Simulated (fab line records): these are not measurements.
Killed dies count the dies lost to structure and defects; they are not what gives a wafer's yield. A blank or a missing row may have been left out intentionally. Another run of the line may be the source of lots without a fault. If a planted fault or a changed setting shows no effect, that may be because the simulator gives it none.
A struck lot beside a sound one    flow n5 finfet    19 out of 1938 route steps
Sound: wafers L929.3, L929.4, L929.5. Struck: wafers L927.1, L927.3, L927.5. Last of all comes the cause.
Per side, at each step with rows, come the tool, then ch with its chambers, and then its first start. Under that, the readings that differ: sound wafers    struck wafers    difference of the means    sigmas: that difference in standard deviations of wafers without a fault.
alike: a reading whose means differ by less than 2 such deviations, as well as words and numbers matching on both sides. not compared: withheld readings; readings where some wafer has no value; bounds like >300 that might hide an equal value; numbers whose values overlap and for which the record gives no deviation.
The two part at a step that has a row with sigmas, a row that says differs or no value, or rows on one side only. Non-overlapping numbers with no deviation appear without sigmas and do not part them. Lack of a reading on every wafer of one side parts them only where that side has two or more wafers.

first, 1 step without rows for these wafers: N5_BEOL_M7_STRIP_80 (strips in N2/H2, time 10 s).
N5_BEOL_M7_OCD_MEAS_38:
  struck on ocd-02, day 12 14:45; sound on ocd-02, day 12 14:43
  alike: trench depth nm
then, 4 steps without rows for these wafers: N5_BEOL_M7_HM_STRIP_39 (strips TiN in peroxide tin strip, target depth 25 nm, time 158 s); N5_BEOL_M7_SRD_40 (time 30 s); N5_BEOL_M7_PRECLEAN_42 (cleans in residue remover, time 60 s); N5_BEOL_M7_SRD_43 (time 30 s).
N5_BEOL_M7_CD_MEAS_35 targets a cd of 40 nm.
  struck on cd sem-03, day 12 14:55; sound on cd sem-03, day 12 14:52
  alike: cd nm
N5_BEOL_M7_CURE_75: cures SiCOH lowk, time 120 s.
  sound on uv cure-02 ch 2, day 12 15:34; struck on uv cure-01 ch 2, day 12 15:26
  alike: lamp power pct, wafer_temp_C_max
N5_BEOL_M7_DEGAS_44: time 60 s.
  struck on pvd sputter-03, day 12 15:47; sound on pvd sputter-03, day 12 15:59
  alike: heater power w
then, 1 step without rows for these wafers: N5_BEOL_M7_PRE_CLEAN_45 (time 30 s).
N5_BEOL_M7_ALD_77: deposits TaN, target thk 2 nm, pulse time 2 s, purge time 3 s.
  sound on ald metal-01 ch 0,1,3, day 12 16:05; struck on ald metal-03 ch 0,1,3, day 12 16:02
  alike: heater power w, precursor vessel pressure torr
N5_BEOL_M7_SURFACE_TREAT_79:
  struck on pvd sputter-03, day 12 16:20; sound on pvd sputter-03, day 12 16:23
  not compared: throttle valve pct
N5_BEOL_M7_CVD_78: deposits Co from CCTBA/H2, target thk 2 nm, time 142.3 s.
  sound on cvd co-01 ch 0,1, day 12 16:37; struck on cvd co-02 ch 1,2, day 12 16:41
N5_BEOL_M7_SPUTTER_48: material Cu, target thk 10 nm, time 1.667 s.
  struck on pvd sputter-03, day 12 16:52; sound on pvd sputter-03, day 12 16:59
  alike: chuck sensor temp C, throttle valve pct
then, 2 steps without rows for these wafers: N5_BEOL_M7_ECD_50 (material Cu, target thk 300 nm); N5_BEOL_M7_ANNEAL_51 (time 90 s).
N5_BEOL_M7_CMP_52: polishes, stops on SiCOH lowk, t overpolish 6.9 s, target thk 80 nm.
  sound on cmp-04 ch 1,2, day 12 17:36; struck on cmp-02 ch 0,1,2, day 12 17:32
reading                       sound           struck          difference  sigmas
barrier field endpoint s (s)  29.1 29.3 30.1  30.2 30.8 31.9  +1.5        +2
  alike: edge zone pressure frac, motor current A, overpolish run s, time to endpoint s
N5_BEOL_M7_THK_MEAS_53: measures by xrf.
  struck on film metro-02, day 12 17:49; sound on film metro-01, day 12 17:54
  alike: M7_THK
-- record jumps: 3 days separate the struck wafers' starts on either side; left off in module BEOL_M7, taken up again in module PASSIVATION, whose first shown step is the route's number 1936 --
N5_PASSIVATION_PROBE_49:
  struck on prober-02, day 15 21:00; sound on prober-02, day 16 03:32
  alike: defect limited yield, killed_at_M0_to_M3, killed_at_M4_up, killed at contacts, killed at front end, killed at other, killed dies, killed open, killed short, sort_bin_5_function, sort_bin_6_memory, sort_bin_8_speed, sort n pass, sort yield pct

## WHERE THEY PART
Only at N5_BEOL_M7_CMP_52, as far as this record shows. Later steps at which nothing parts them and some readings are alike: N5_BEOL_M7_THK_MEAS_53, N5_PASSIVATION_PROBE_49.

WHY: the cause the simulator had injected
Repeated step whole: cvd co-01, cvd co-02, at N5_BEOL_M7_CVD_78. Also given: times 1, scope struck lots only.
